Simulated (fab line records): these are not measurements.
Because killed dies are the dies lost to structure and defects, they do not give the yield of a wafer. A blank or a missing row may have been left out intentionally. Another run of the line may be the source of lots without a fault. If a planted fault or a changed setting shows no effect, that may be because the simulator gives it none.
fab line records	flow n5_finfet
record lots=10	wafers=30	last_day=18
route steps=1938 shown BEOL_M1@776 BEOL_M4@1111 PASSIVATION@1936
lots that met no fault: taken from a fault-free run of the same line
start_h: hours from the record's opening day to when the first of the lot's shown wafers began	wait_h: time in hours since the lot's previous step	" unchanged from the row above	L1.1+2: one row covering several wafers at once	- no value present, or no start provided	* or withheld: withheld	< > ~ a bound
route shown NAME@n: names a module that has steps shown in the file, with the first one's number in the route	usual: average and standard deviation across the fault-free wafers	same: alike in all rows	chamber/n: place in a boat	sites: per-site readings	_std_site: how widely they spread, as a standard deviation	_edge_site: inner sites' mean taken away from outer sites' mean	radius_mm: for every site, how far away it sits from the centre of the wafer	mask NAME#n: copy n	behind: the tool/chamber that last shaped the wafer	hold: the reason the lot was held/the length of the hold in hours/how it ended	device: names the non-switching transistor (n, p or np)	end of line: the route-end tests of the same wafers	for a step that has no rows: nothing shown but its recipe	killed: dies that structure and defects cost at the first sort, which is not the same as the wafer's yield	map: per-die view of a wafer (x killed, . not killed, _ where there is no die)
set.NAME: the setting the step ran with; set.NAME@STEP: the setting that earlier step ran with	model.NAME: the simulator's own value behind a step, which no gauge read
the route's steps for a sample of lots (tables are steps, rows are wafers)
services: from which hour (start_h, from the record's first day; less than 0 if before it) a tool's chamber was out of use, for how many hours, and why
## steps
# step N5_BEOL_M1_CD_MEAS_18
# recipe pitch_nm=36	target_cd_nm=18
# usual cd_nm=17.8/0.32
lot.wafer	tool	chamber	start_h	wait_h	cd_nm
L778.1	cd_sem-02	-	139.07	0.1	17.6
L778.4	"	-	"	"	17.6
L778.5	"	-	"	"	18.1
L780.1	cd_sem-01	-	150.99	0.0	18.5
L780.3	"	-	"	"	17.6
L780.4	"	-	"	"	17.9
L781.2	cd_sem-01	-	158.93	0.1	17.5
L781.5	"	-	"	"	18.1
L781.6	"	-	"	"	18.0
L782.1	cd_sem-02	-	165.91	0.0	17.6
L782.3	"	-	"	"	18.1
L782.4	"	-	"	"	17.8
L783.2	cd_sem-01	-	166.96	0.1	17.7
L783.4	"	-	"	"	18.8
L783.5	"	-	"	"	17.9
L793.2	cd_sem-02	-	233.69	0.1	17.4
L793.4	"	-	"	"	17.4
L793.5	"	-	"	"	17.4
L794.3	cd_sem-02	-	237.40	0.1	18.2
L794.5	"	-	"	"	18.2
L794.6	"	-	"	"	18.0
L795.2	cd_sem-03	-	240.02	0.1	17.6
L795.3	"	-	"	"	18.1
L795.5	"	-	"	"	18.0
L797.2	cd_sem-02	-	256.19	0.1	17.4
L797.4	"	-	"	"	17.7
L797.5	"	-	"	"	17.5
L792.3	cd_sem-02	-	264.24	0.1	18.0
L792.4	"	-	"	"	17.8
L792.5	"	-	"	"	17.6
# step N5_BEOL_M1_DESCUM_33
# recipe chemistry=O2	time_s=7	source_power_w=50	bias_power_w=20	pressure_mtorr=20	rf_frequency_hz=2.712e+07	temp_c=40	resist=CAR-EUV	o2_flow_sccm=225
# usual drypump_motor_current_A=5.7/0.53	oes_product_au=0.80/0.082	rf_vpp_V=243.3/1.5	showerhead_plenum_p_Torr=2.09/0.084	throttle_valve_pct=20.51/0.21
lot.wafer	tool	chamber	start_h	wait_h	drypump_motor_current_A	oes_product_au	rf_hours_counter_h	rf_vpp_V	showerhead_plenum_p_Torr	throttle_valve_pct
L778.1	rie_diel-05	3	139.65	0.0	5.1	0.66	237	241.2	1.97	20.68
L778.4	"	2	"	"	5.1	0.90	23	243.4	2.05	20.56
L778.5	"	1	"	"	5.4	0.78	-	241.3	2.00	20.25
L780.1	rie_diel-05	1	152.08	0.6	5.4	0.79	125	242.2	1.99	20.25
L780.3	"	0	"	"	6.8	0.86	84	245.5	2.21	20.24
L780.4	"	2	"	"	5.0	0.90	27	242.7	2.05	20.56
L781.2	rie_diel-05	1	159.66	0.3	5.4	0.78	128	241.3	1.99	20.26
L781.5	"	1	"	"	5.4	0.78	-	241.3	1.99	20.25
L781.6	"	0	"	"	6.8	0.84	-	243.8	2.21	20.23
L782.1	rie_diel-05	0	166.39	0.0	6.8	0.85	91	243.7	2.20	20.23
L782.3	"	3	"	"	5.1	0.67	248	241.4	1.97	20.69
L782.4	"	1	"	"	5.4	0.78	131	241.9	1.99	20.26
L783.2	rie_diel-05	1	167.58	0.0	5.4	0.78	132	242.2	1.99	20.28
L783.4	"	0	"	"	6.8	0.85	91	245.9	2.20	20.25
L783.5	"	2	"	"	5.1	0.88	-	241.7	2.05	20.57
L793.2	rie_diel-06	2	234.13	0.0	5.4	0.98	1	244.1	2.22	20.18
L793.4	"	3	"	"	5.9	0.82	100	242.5	2.01	20.41
L793.5	"	3	"	"	5.9	0.82	-	244.4	2.01	20.40
L794.3	rie_diel-03	1	237.84	0.0	6.1	0.73	181	245.6	2.09	20.51
L794.5	"	1	"	"	6.1	0.73	-	242.4	2.09	20.52
L794.6	"	0	"	"	5.9	0.80	-	244.5	2.13	20.73
L795.2	rie_diel-03	2	240.59	0.0	6.1	0.71	234	245.2	2.16	20.77
L795.3	"	0	"	"	5.9	0.80	109	242.1	2.13	20.73
L795.5	"	1	"	"	6.1	0.73	-	243.0	2.09	20.52
L797.2	rie_diel-06	2	256.63	0.0	5.5	0.96	3	244.3	2.22	20.20
L797.4	"	3	"	"	5.9	0.81	107	242.0	2.01	20.44
L797.5	"	2	"	"	5.5	0.95	-	244.7	2.22	20.17
L792.3	rie_diel-05	2	264.80	0.0	5.1	0.83	69	242.2	2.04	20.63
L792.4	"	1	"	"	5.4	0.75	162	241.6	1.98	20.32
L792.5	"	2	"	"	5.0	0.83	-	240.4	2.04	20.61
# step N5_BEOL_M1_STRIP_36
# recipe chemistry=N2/H2	power_w=450	temp_c=40	pressure_mtorr=20	rf_frequency_hz=6e+07	overash_fraction=0.3	bias_power_w=7	h2_frac=0.5	n2_flow_sccm=200	h2_flow_sccm=200
# usual bias_power_w=6.998/0.02	chamber_pressure_mTorr=20.00/0.031	drypump_motor_current_A=5.8/0.59	oes_product_au=0.79/0.072	rf_vpp_V=59.4/1.5	showerhead_plenum_p_Torr=2.54/0.098	throttle_valve_pct=23.7/0.32
lot.wafer	tool	chamber	start_h	wait_h	bias_power_w	chamber_pressure_mTorr	drypump_motor_current_A	oes_product_au	rf_hours_counter_h	rf_vpp_V	showerhead_plenum_p_Torr	throttle_valve_pct
L778.1	rie_diel-05	0	140.81	0.0	7.003	20.05	6.8	0.87	81	61.3	2.67	23.4
L778.4	"	3	"	"	7.006	20.03	5.1	0.67	-	56.6	2.41	23.9
L778.5	"	2	"	"	7.044	19.97	5.1	0.91	-	60.6	2.50	24.1
L780.1	rie_diel-05	3	154.72	0.0	6.998	19.95	5.1	0.67	242	60.7	2.40	24.0
L780.3	"	2	"	"	6.994	20.02	5.0	0.90	28	59.5	2.50	24.2
L780.4	"	0	"	"	6.988	20.01	6.8	0.86	85	60.0	2.67	23.4
L781.2	rie_diel-05	0	160.50	0.0	-	-	-	-	-	-	-	-
L781.5	"	1	"	"	-	-	-	-	-	-	-	-
L781.6	"	0	"	"	-	-	-	-	-	-	-	-
L782.1	rie_diel-05	1	171.40	0.0	-	-	-	-	-	-	-	-
L782.3	"	3	"	"	-	-	-	-	-	-	-	-
L782.4	"	0	"	"	-	-	-	-	-	-	-	-
L783.2	rie_diel-05	2	178.83	0.0	-	-	-	-	-	-	-	-
L783.4	"	2	"	"	-	-	-	-	-	-	-	-
L783.5	"	0	"	"	-	-	-	-	-	-	-	-
L793.2	rie_diel-05	1	235.20	0.0	6.987	20.02	5.4	0.76	153	60.5	2.42	23.4
L793.4	"	3	"	"	6.986	19.98	5.1	0.94	13	59.7	2.72	23.6
L793.5	"	2	"	"	6.990	19.97	5.1	0.85	-	58.7	2.48	24.2
L794.3	rie_diel-03	3	238.46	0.0	6.981	19.96	5.6	0.72	195	59.7	2.51	23.6
L794.5	"	3	"	"	7.000	20.05	5.6	0.73	-	58.9	2.52	23.6
L794.6	"	2	"	"	6.985	19.96	6.1	0.71	-	58.7	2.61	23.8
L795.2	rie_diel-05	3	245.45	0.0	7.018	19.98	5.1	0.92	16	58.9	2.71	23.6
L795.3	"	0	"	"	6.977	19.99	6.8	0.81	119	60.9	2.65	23.4
L795.5	"	3	"	"	7.032	19.98	5.1	0.94	-	59.4	2.71	23.6
L797.2	rie_diel-05	1	258.36	0.0	7.022	19.95	5.4	0.75	160	60.2	2.42	23.4
L797.4	"	0	"	"	7.005	20.05	6.8	0.82	123	60.8	2.65	23.4
L797.5	"	0	"	"	6.983	20.04	6.8	0.81	-	60.6	2.65	23.4
L792.3	rie_diel-05	2	273.77	0.0	7.015	20.03	5.1	0.83	71	58.3	2.48	24.2
L792.4	"	3	"	"	6.986	20.05	5.1	0.93	25	59.4	2.71	23.7
L792.5	"	1	"	"	6.995	20.06	5.4	0.76	-	59.8	2.42	23.4
# step N5_BEOL_M1_OCD_MEAS_38
# usual trench_depth_nm=54.9/1.2
lot.wafer	tool	chamber	start_h	wait_h	trench_depth_nm
L778.1	ocd-01	-	141.01	-	55.3
L778.4	"	-	"	"	53.6
L778.5	"	-	"	"	56.8
L780.1	ocd-02	-	154.92	-	53.8
L780.3	"	-	"	"	56.8
L780.4	"	-	"	"	55.3
L781.2	ocd-02	-	160.70	0.1	55.1
L781.5	"	-	"	"	54.7
L781.6	"	-	"	"	54.8
L782.1	ocd-01	-	171.59	0.1	54.7
L782.3	"	-	"	"	53.7
L782.4	"	-	"	"	55.3
L783.2	ocd-02	-	179.02	0.1	56.2
L783.4	"	-	"	"	56.4
L783.5	"	-	"	"	55.4
L793.2	ocd-01	-	235.40	-	55.8
L793.4	"	-	"	"	56.9
L793.5	"	-	"	"	56.6
L794.3	ocd-02	-	238.66	-	53.4
L794.5	"	-	"	"	54.0
L794.6	"	-	"	"	52.3
L795.2	ocd-01	-	245.64	-	56.2
L795.3	"	-	"	"	55.1
L795.5	"	-	"	"	56.2
L797.2	ocd-02	-	258.55	-	54.5
L797.4	"	-	"	"	54.4
L797.5	"	-	"	"	53.8
L792.3	ocd-02	-	273.97	-	57.2
L792.4	"	-	"	"	57.0
L792.5	"	-	"	"	54.7
# step N5_BEOL_M4_RC_MEAS_101
# usual DIBL_N=36.1/1.6	DIBL_P=35.8/2.1	IOFF_N=0.16/0.031	IOFF_P=0.21/0.034	ION_N=673/12	ION_P=461/7.2	SS_N=71.4/0.59	SS_P=73.3/0.63	VT_N=250/3.1	VT_P=-250/3.3
lot.wafer	tool	chamber	start_h	wait_h	DIBL_N[mV/V]	DIBL_P[mV/V]	IOFF_N[nA/um]	IOFF_P[nA/um]	ION_N[uA/um]	ION_P[uA/um]	SS_N[mV/dec]	SS_P[mV/dec]	VT_N[mV]	VT_P[mV]
L778.1	prober-02	0	180.90	0.0	34.4	35.0	0.13	0.17	658	451	70.6	73.4	253	-252
L778.4	"	0	"	"	36.0	36.9	0.16	0.21	686	467	71.6	73.6	250	-251
L778.5	"	0	"	"	36.2	36.9	0.16	0.20	670	457	71.4	73.9	250	-253
L780.1	prober-01	0	202.86	0.0	39.2	40.4	0.20	0.27	688	470	71.9	74.5	246	-246
L780.3	"	0	"	"	37.8	38.3	0.17	0.25	676	465	71.4	74.2	248	-245
L780.4	"	0	"	"	38.8	38.2	0.19	0.24	675	461	72.3	73.5	252	-248
L793.2	prober-01	0	281.00	0.2	36.2	36.4	0.15	0.20	669	461	70.9	73.8	250	-251
L793.4	"	0	"	"	35.7	36.7	0.14	0.20	673	465	71.5	73.3	251	-250
L793.5	"	0	"	"	38.9	39.9	0.20	0.25	676	463	72.4	74.3	246	-247
L794.3	prober-01	0	284.45	0.3	34.9	34.4	0.14	0.20	658	457	71.2	72.8	252	-249
L794.5	"	0	"	"	34.4	33.1	0.12	0.17	654	450	70.5	72.2	254	-253
L794.6	"	0	"	"	35.2	34.6	0.13	0.20	660	454	71.1	73.1	251	-250
L795.2	prober-02	0	295.19	0.2	35.3	34.9	0.15	0.23	667	470	71.1	73.2	253	-247
L795.3	"	0	"	"	37.0	37.4	0.18	0.26	670	470	71.5	73.6	247	-247
L795.5	"	0	"	"	37.0	35.8	0.18	0.23	675	465	71.3	73.6	249	-247
L797.2	prober-02	0	301.17	0.2	33.8	31.7	0.11	0.18	650	464	70.8	71.4	253	-249
L797.4	"	0	"	"	39.8	39.0	0.26	0.31	699	474	71.7	73.9	241	-241
L797.5	"	0	"	"	37.5	36.7	0.18	0.27	690	471	71.7	73.3	244	-244
L792.3	prober-01	0	320.46	0.3	36.0	35.9	0.17	0.24	672	463	71.7	73.3	250	-246
L792.4	"	0	"	"	35.1	33.0	0.16	0.19	687	470	71.0	72.7	248	-250
L792.5	"	0	"	"	37.1	36.0	0.18	0.23	669	461	71.3	73.4	246	-248
# step N5_PASSIVATION_PROBE_49
# usual defect_limited_yield=91.0/1.5	killed_at_M0_to_M3=35/11	killed_at_M4_up=13/6	killed_at_contacts=14/6.5	killed_at_front_end=40/12	killed_at_other=4/3.4	killed_dies=106/18	killed_on_rim=14/4.7	killed_open=68/14	killed_short=35/7.7	sort_bin_5_function=5.2/0.98	sort_bin_6_memory=3.4/0.72	sort_n_pass=1074/18	sort_yield_pct=91.0/1.5
# same gross_dies=1180	killed_at_back_side=0	sort_bin_4_leakage[%]=0	sort_bin_8_speed[%]=0
lot.wafer	tool	chamber	start_h	wait_h	defect_limited_yield[%]	killed_at_M0_to_M3	killed_at_M4_up	killed_at_contacts	killed_at_front_end	killed_at_other	killed_dies	killed_on_rim	killed_open	killed_short	sort_bin_5_function[%]	sort_bin_6_memory[%]	sort_n_pass	sort_yield_pct[%]
L780.1	prober-01	-	301.67	0.0	89.7	43	15	19	42	3	122	24	76	46	6.0	3.8	1058	89.7
L780.3	prober-01	-	301.77	0.1	93.0	31	9	13	27	3	83	9	52	30	3.8	3.0	1097	93.0
L780.4	prober-01	-	301.82	0.2	90.8	34	19	13	35	7	108	10	64	44	4.6	4.2	1072	90.8
L781.2	prober-01	-	306.76	0.1	0	1107	7	18	45	3	1180	152	84	39	95.9	3.8	0	0
L781.5	prober-01	-	306.91	0.2	0	1091	17	22	50	0	1180	152	89	42	95.2	4.4	0	0
L781.6	prober-01	-	306.96	0.3	0	1106	6	15	53	0	1180	152	72	37	96.3	3.5	0	0
L783.2	prober-01	-	335.60	0.1	0	1098	18	15	47	2	1180	152	66	39	96.4	3.1	0	0
L783.4	prober-01	-	335.70	0.2	0	1129	8	7	28	8	1180	152	51	23	97.0	2.6	0	0
L783.5	prober-01	-	335.75	0.2	0	1113	9	12	38	8	1180	152	51	35	97.1	2.7	0	0
L782.1	prober-02	-	361.89	0.0	0	1101	11	15	44	9	1180	152	81	30	96.4	3.2	0	0
L782.3	prober-02	-	361.99	0.1	0	1081	11	10	77	1	1180	152	69	38	96.0	3.6	0	0
L782.4	prober-02	-	362.04	0.2	0	1093	13	11	56	7	1180	152	77	30	96.4	3.4	0	0
L794.3	prober-01	-	382.26	0.1	92.5	34	10	11	31	3	89	12	55	28	4.7	2.5	1091	92.5
L794.5	prober-01	-	382.36	0.2	90.6	42	11	12	37	9	111	17	75	33	6.0	3.2	1069	90.6
L794.6	prober-01	-	382.41	0.3	93.2	22	11	18	26	3	80	12	45	30	3.5	3.0	1100	93.2
L793.2	prober-01	-	386.93	0.1	91.6	48	12	5	32	2	99	10	62	36	5.2	3.0	1081	91.6
L793.4	prober-01	-	387.03	0.2	91.2	31	10	7	50	6	104	17	67	35	5.4	3.3	1076	91.2
L793.5	prober-01	-	387.08	0.2	90.3	39	9	7	49	11	115	15	59	50	5.4	3.7	1065	90.3
L792.3	prober-02	-	425.48	0.1	89.2	38	35	15	39	0	127	21	91	33	6.8	3.6	1053	89.2
L792.4	prober-02	-	425.53	0.2	91.0	37	19	10	36	4	106	11	76	29	5.1	3.8	1074	91.0
L792.5	prober-02	-	425.58	0.2	87.9	58	23	12	49	1	143	18	102	34	7.5	4.0	1037	87.9
# killed by level:class
L780.1 MOL_CONTACT_COAG:geometric_particle:open=12 BEOL_M2:geometric_particle:open=11 FIN_SAQP:geometric_particle:short=10 FIN_SAQP:geometric_particle:open=10 BEOL_M0_SAQP:geometric_particle:open=9 BEOL_M4:geometric_particle:open=9 BEOL_M1:geometric_particle:open=8 MOL_CONTACT_COAG:geometric_particle:short=7
L780.3 MOL_CONTACT_COAG:geometric_particle:open=10 FIN_SAQP:geometric_particle:short=9 BEOL_M2:geometric_particle:open=9 FIN_SAQP:geometric_particle:open=7 BEOL_M0_SAQP:geometric_particle:open=6 BEOL_M0_SAQP:geometric_particle:short=5 BEOL_M3:geometric_particle:open=5 MOL_CONTACT_COAG:geometric_particle:short=3
L780.4 FIN_SAQP:geometric_particle:open=12 FIN_SAQP:geometric_particle:short=12 MOL_CONTACT_COAG:geometric_particle:open=11 BEOL_M0_SAQP:geometric_particle:short=8 BEOL_M2:geometric_particle:open=8 BEOL_M1:geometric_particle:open=7 BEOL_M0_SAQP:geometric_particle:open=6 BEOL_M4:geometric_particle:open=6
L781.2 BEOL_M1:area_ald=1057 MOL_CONTACT_COAG:geometric_particle:open=15 STI_FIN_REVEAL:geometric_particle:open=13 FIN_SAQP:geometric_particle:short=12 BEOL_M0_SAQP:geometric_particle:open=12 FIN_SAQP:geometric_particle:open=10 BEOL_M3:geometric_particle:open=9 BEOL_M2:geometric_particle:open=8
L781.5 BEOL_M1:area_ald=1046 MOL_CONTACT_COAG:geometric_particle:open=15 BEOL_M2:geometric_particle:open=14 STI_FIN_REVEAL:geometric_particle:open=11 FIN_SAQP:geometric_particle:short=10 FIN_SAQP:geometric_particle:open=9 BEOL_M1:geometric_particle:open=9 BEOL_M4:geometric_particle:open=8
L781.6 BEOL_M1:area_ald=1069 FIN_SAQP:geometric_particle:open=13 STI_FIN_REVEAL:geometric_particle:open=12 MOL_CONTACT_COAG:geometric_particle:open=11 BEOL_M0_SAQP:geometric_particle:short=10 BEOL_M3:geometric_particle:open=8 FIN_SAQP:geometric_particle:short=6 BEOL_M1:geometric_particle:open=6
L783.2 BEOL_M1:area_ald=1074 MOL_CONTACT_COAG:geometric_particle:open=13 STI_FIN_REVEAL:geometric_particle:open=10 BEOL_M0_SAQP:geometric_particle:open=8 STI_FIN_REVEAL:geometric_particle:short=8 FIN_SAQP:geometric_particle:open=7 BEOL_M3:geometric_particle:open=7 BEOL_M4:geometric_particle:short=6
L783.4 BEOL_M1:area_ald=1106 FIN_SAQP:geometric_particle:open=7 BEOL_M3:geometric_particle:open=7 MOL_CONTACT_COAG:geometric_particle:open=6 BEOL_M1:geometric_particle:open=5 BEOL_M5:geometric_particle:open=5 FIN_SAQP:geometric_particle:short=4 GATE_CUT:geometric_particle:open=3
L783.5 BEOL_M1:area_ald=1094 MOL_CONTACT_COAG:geometric_particle:open=11 FIN_SAQP:geometric_particle:open=10 BEOL_M0_SAQP:geometric_particle:short=8 BEOL_M4:geometric_particle:open=6 FIN_SAQP:geometric_particle:short=5 BEOL_M0_SAQP:geometric_particle:open=5 GATE_CUT:geometric_particle:short=4
L782.1 BEOL_M1:area_ald=1067 MOL_CONTACT_COAG:geometric_particle:open=13 STI_FIN_REVEAL:geometric_particle:open=10 GATE_CUT:geometric_particle:short=10 BEOL_M2:geometric_particle:open=9 BEOL_M3:geometric_particle:open=8 GATE_CUT:geometric_particle:open=7 FIN_SAQP:geometric_particle:open=6
L782.3 BEOL_M1:area_ald=1072 STI_FIN_REVEAL:geometric_particle:open=23 FIN_SAQP:geometric_particle:open=14 FIN_SAQP:geometric_particle:short=10 GATE_CUT:geometric_particle:short=8 DUMMY_GATE:geometric_particle:open=7 MOL_CONTACT_COAG:geometric_particle:open=7 BEOL_M4:geometric_particle:open=6
L782.4 BEOL_M1:area_ald=1072 STI_FIN_REVEAL:geometric_particle:open=21 GATE_CUT:geometric_particle:short=10 MOL_CONTACT_COAG:geometric_particle:open=9 BEOL_M3:geometric_particle:open=8 FIN_SAQP:geometric_particle:open=6 BEOL_M0_SAQP:geometric_particle:open=5 BEOL_M4:geometric_particle:open=4
L794.3 BEOL_M0:geometric_particle:open=8 BEOL_M2:geometric_particle:open=7 MOL_CONTACT_COAG:geometric_particle:open=6 BEOL_M0_SAQP:geometric_particle:short=4 BEOL_M0_SAQP:geometric_particle:open=4 BEOL_M3:geometric_particle:open=4 FIN_SAQP:geometric_particle:short=3 DUMMY_GATE:geometric_particle:open=3
L794.5 STI_FIN_REVEAL:geometric_particle:open=9 MOL_CONTACT_COAG:geometric_particle:open=9 BEOL_M2:geometric_particle:open=9 BEOL_M0_SAQP:geometric_particle:open=8 BEOL_M1:geometric_particle:open=8 DUMMY_GATE:geometric_particle:open=6 BEOL_M0_SAQP:geometric_particle:short=5 BEOL_M1:geometric_particle:short=5
L794.6 MOL_CONTACT_COAG:geometric_particle:open=14 BEOL_M0_SAQP:geometric_particle:short=6 BEOL_M0:geometric_particle:open=5 BEOL_M4:geometric_particle:open=5 DUMMY_GATE:geometric_particle:open=4 ILD0:geometric_particle:short=4 MOL_CONTACT_COAG:geometric_particle:short=4 STI_FIN_REVEAL:geometric_particle:open=3
L793.2 BEOL_M0_SAQP:geometric_particle:short=21 BEOL_M0_SAQP:geometric_particle:open=16 STI_FIN_REVEAL:geometric_particle:open=13 BEOL_M4:geometric_particle:open=6 BEOL_M1:geometric_particle:open=5 FIN_SAQP:geometric_particle:short=4 MOL_CONTACT_COAG:geometric_particle:open=4 STARTING-WAFER:geometric_particle:open=4
L793.4 STI_FIN_REVEAL:geometric_particle:open=12 FIN_SAQP:geometric_particle:short=9 DUMMY_GATE:geometric_particle:open=9 BEOL_M0_SAQP:geometric_particle:open=9 BEOL_M0_SAQP:geometric_particle:short=7 FIN_SAQP:geometric_particle:open=6 BEOL_M2:geometric_particle:open=5 MOL_CONTACT_COAG:geometric_particle:open=4
L793.5 BEOL_M0_SAQP:geometric_particle:short=16 FIN_SAQP:geometric_particle:short=10 BEOL_M0_SAQP:geometric_particle:open=7 FIN_SAQP:geometric_particle:open=6 MOL_CONTACT_COAG:geometric_particle:open=6 BEOL_M1:geometric_particle:open=6 DUMMY_GATE:geometric_particle:open=5 PASS1_CAP:geometric_particle:short=5
L792.3 BEOL_M4:geometric_particle:open=26 MOL_CONTACT_COAG:geometric_particle:open=13 FIN_SAQP:geometric_particle:short=9 BEOL_M0_SAQP:geometric_particle:open=8 BEOL_M3:geometric_particle:open=8 FIN_SAQP:geometric_particle:open=7 BEOL_M2:geometric_particle:open=7 BEOL_M3:geometric_particle:short=5
L792.4 BEOL_M4:geometric_particle:open=13 BEOL_M3:geometric_particle:open=12 FIN_SAQP:geometric_particle:open=8 MOL_CONTACT_COAG:geometric_particle:open=7 STI_FIN_REVEAL:geometric_particle:open=6 BEOL_M1:geometric_particle:open=6 BEOL_M2:geometric_particle:open=6 GATE_CUT:geometric_particle:short=5
L792.5 BEOL_M3:geometric_particle:open=20 BEOL_M4:geometric_particle:open=15 BEOL_M1:geometric_particle:open=12 MOL_CONTACT_COAG:geometric_particle:open=10 STI_FIN_REVEAL:geometric_particle:open=9 FIN_SAQP:geometric_particle:short=7 BEOL_M2:geometric_particle:open=7 DUMMY_GATE:geometric_particle:open=6
## services
tool	chamber	start_h	hours	kind
rie_diel-05	1	140.23	4.2	repair
rie_diel-05	0	144.19	3.1	repair
rie_diel-03	1	156.24	7.0	repair
rie_diel-03	2	158.64	5.7	repair
rie_diel-06	1	171.06	6.3	repair
rie_diel-05	3	172.48	-	clean
rie_diel-05	3	172.48	-	consumable_replace:focus_ring
rie_diel-05	3	172.48	-	consumable_replace:showerhead
rie_diel-05	3	172.48	17.5	scheduled_down
rie_diel-05	3	172.48	17.5	vent_cycle
rie_diel-05	1	185.48	11.0	repair
rie_diel-06	0	198.60	-	clean
rie_diel-06	0	198.60	-	consumable_replace:focus_ring
rie_diel-06	0	198.60	18.2	scheduled_down
rie_diel-06	0	198.60	18.2	vent_cycle
rie_diel-03	3	202.61	2.6	repair
rie_diel-06	2	216.82	-	clean
rie_diel-06	2	216.82	-	consumable_replace:focus_ring
rie_diel-06	2	216.82	-	consumable_replace:showerhead
rie_diel-06	2	216.82	14.5	scheduled_down
rie_diel-06	2	216.82	14.5	vent_cycle
rie_diel-06	-	230.51	0.5	repair
rie_diel-06	2	237.70	13.5	repair
rie_diel-03	-	272.44	14.6	pm
## key
first_sign step=N5_BEOL_M1_STRIP_36	reading=tool_record	direction=missing
effect step=N5_PASSIVATION_PROBE_49	reading=killed_at_M0_to_M3	direction=up	sigmas=96	usual=35	struck=1102
more_kills_born_at N5_BEOL_M1_ALD_84@ald_metal-03=3274	N5_BEOL_M1_ALD_84@ald_metal-04=3211	N5_BEOL_M1_ALD_84@ald_metal-02=3172
met_at N5_BEOL_M1_STRIP_36
struck_lots L781,L782,L783
later_rows_left_out L781.2,L781.5,L781.6,L782.1,L782.3,L782.4,L783.2,L783.4,L783.5
not_acting_at N5_BEOL_M1_CD_MEAS_18,N5_BEOL_M1_DESCUM_33,N5_BEOL_M1_OCD_MEAS_38
onset_between 154.72 160.50
fault kind=skipped_step_whole	tool=rie_diel-05	chamber=-	onset_h=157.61	steps=N5_BEOL_M1_STRIP_36	scope=struck_lots_only
# later_rows_left_out: the simulator's readings of these wafers behind a module that went badly wrong aren't trusted and aren't shown, but for the sort
